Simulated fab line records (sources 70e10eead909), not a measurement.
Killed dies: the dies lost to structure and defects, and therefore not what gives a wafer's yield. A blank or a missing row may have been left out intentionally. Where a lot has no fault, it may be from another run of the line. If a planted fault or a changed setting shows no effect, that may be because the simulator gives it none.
Code-filled problem report in 8D (eight disciplines) form || flow nand-harc || the parts of the form that need people (team, actions taken, sign-off) are left out

1. THE ISSUE
killed-at-array at NHARC_END_SORT_01 reads a mean of 673 on 1 wafer of 1 lot; wafers without a fault read 28 with a standard deviation of 11. That is +59 standard deviations from the usual mean.
Earliest sighting: wafer L248.6 on prober-01 at day 23 20:08. The record holds 3 wafers of 1 lot with a number at this step. By rule, "out" or "out of limits" means more than 4 standard deviations away from the usual mean. All remaining wafers that have a number are taken as sound.

2. WHAT IT IS; WHAT IT IS NOT
{"question": "which readings at this step", "is": "killed-at-array, killed-dies", "is not": "killed-at-other, killed-at-periphery, killed-open, killed-short"}
{"question": "which lots", "is": "L248", "is not": "-"}
{"question": "which wafers of those lots", "is": "L248.6", "is not": "L248.2, L248.5"}
{"question": "read on which gauges", "is": "prober-01", "is not": "-"}
{"question": "when", "is": "from day 23 20:08", "is not": "up to then (2 sound wafers)"}

3. WHAT RULES OUT EACH SUSPECT
Counting: a tool at a process step up to the reading stays a suspect if it ran every lot that is out. Sound lots after the first of them don't rule it out here, since some wafers of a struck lot are sound.
- the gauge at NHARC_END_SORT_01 has been ruled out. All the wafers that are out were read on prober-01, but those of them that NHARC_A_WL_FILL_ETCHBACK_04 has rows for are out there too, on other tools.
- rie-diel-09 at NHARC_A_SGD_CUT_ETCHBACK_24 (etches the open film in CH3F/O2, target depth 50 nm, time 92.857 s): kept. It ran the lot that is out, L248 (day 17 19:36).
- rie-diel-10 at NHARC_A_SLIT_ETCH_29 (etches the open film in CF4/O2, target depth 100 nm, overetch 10 nm, time 55 s): kept. It ran the lot that is out, L248 (day 18 02:13).
- cvd-w-01 at NHARC_A_WL_FILL_CVD_03 (deposits W, target thk 40 nm, time 3302 s): kept. It ran the lot that is out, L248 (day 18 13:17).
- rie-metal-01 at NHARC_A_WL_FILL_ETCHBACK_04 (etches the open film in NF3, target depth 60 nm, time 120 s): kept. It ran the lot that is out, L248 (day 18 16:11). On those wafers its own readings are out: oes-product-au.
- Within rie-diel-09 at NHARC_A_SGD_CUT_ETCHBACK_24: the wafers that are out ran in chamber 3; their sound lot-mates ran in chambers 0, 2.
- Within rie-diel-10 at NHARC_A_SLIT_ETCH_29: the wafers that are out ran in chamber 0; their sound lot-mates ran in chambers 1, 3.
- Within rie-metal-01 at NHARC_A_WL_FILL_ETCHBACK_04, the wafers that are out were processed in chamber 0 and their sound lot-mates in chamber 1.
Left after counting: rie-diel-09 at NHARC_A_SGD_CUT_ETCHBACK_24, rie-diel-10 at NHARC_A_SLIT_ETCH_29, cvd-w-01 at NHARC_A_WL_FILL_CVD_03, rie-metal-01 at NHARC_A_WL_FILL_ETCHBACK_04.

4. THE CAUSE (what the simulator had put in)
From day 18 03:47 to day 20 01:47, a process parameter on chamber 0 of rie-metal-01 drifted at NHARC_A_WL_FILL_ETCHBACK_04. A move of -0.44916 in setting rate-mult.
This tool is one of the 4 suspects left after counting.

5. THE CHAIN OF EFFECTS, in route order
One row per reading whose mean, taken over the struck wafers that have a number, lies over 3 standard deviations from the usual. Only readings whose record carries a usual standard deviation are examined. hours: median over the lots of the time between each lot's start at the first step of this table that gives one and its start at this step. sigmas: the change, counted in usual standard deviations.
{"hours": 0, "step": "NHARC_A_WL_FILL_ETCHBACK_04", "reading": "oes-product-au", "usual": "0.997 a.u.", "on struck wafers": 0.711, "change": -0.286, "sigmas": -26}
{"hours": 124, "step": "NHARC_END_SORT_01", "reading": "killed-at-array", "usual": 28, "on struck wafers": 673, "change": "+645", "sigmas": "+59"}
{"hours": 124, "step": "NHARC_END_SORT_01", "reading": "killed-dies", "usual": 31, "on struck wafers": 677, "change": "+646", "sigmas": "+54"}
Process steps it contains:
- NHARC_A_WL_FILL_ETCHBACK_04: etches the open film in NF3, target depth 60 nm, time 120 s.

6. WHAT WOULD HAVE CAUGHT IT SOONER
136 hours passed between the start of the fault at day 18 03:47 and the first reading out of limits at a measuring or inspecting step in this record, taken at day 23 20:08.
At NHARC_A_WL_FILL_ETCHBACK_04, the tool's own readings (oes-product-au) were out on each struck wafer the step has a row for, so an alarm limit on them would have fired on the first such wafer.
All the lots that are out (1) had begun NHARC_A_WL_FILL_ETCHBACK_04 on rie-metal-01 by day 23 20:08. Tool hold at that time: it would have spared none of them.
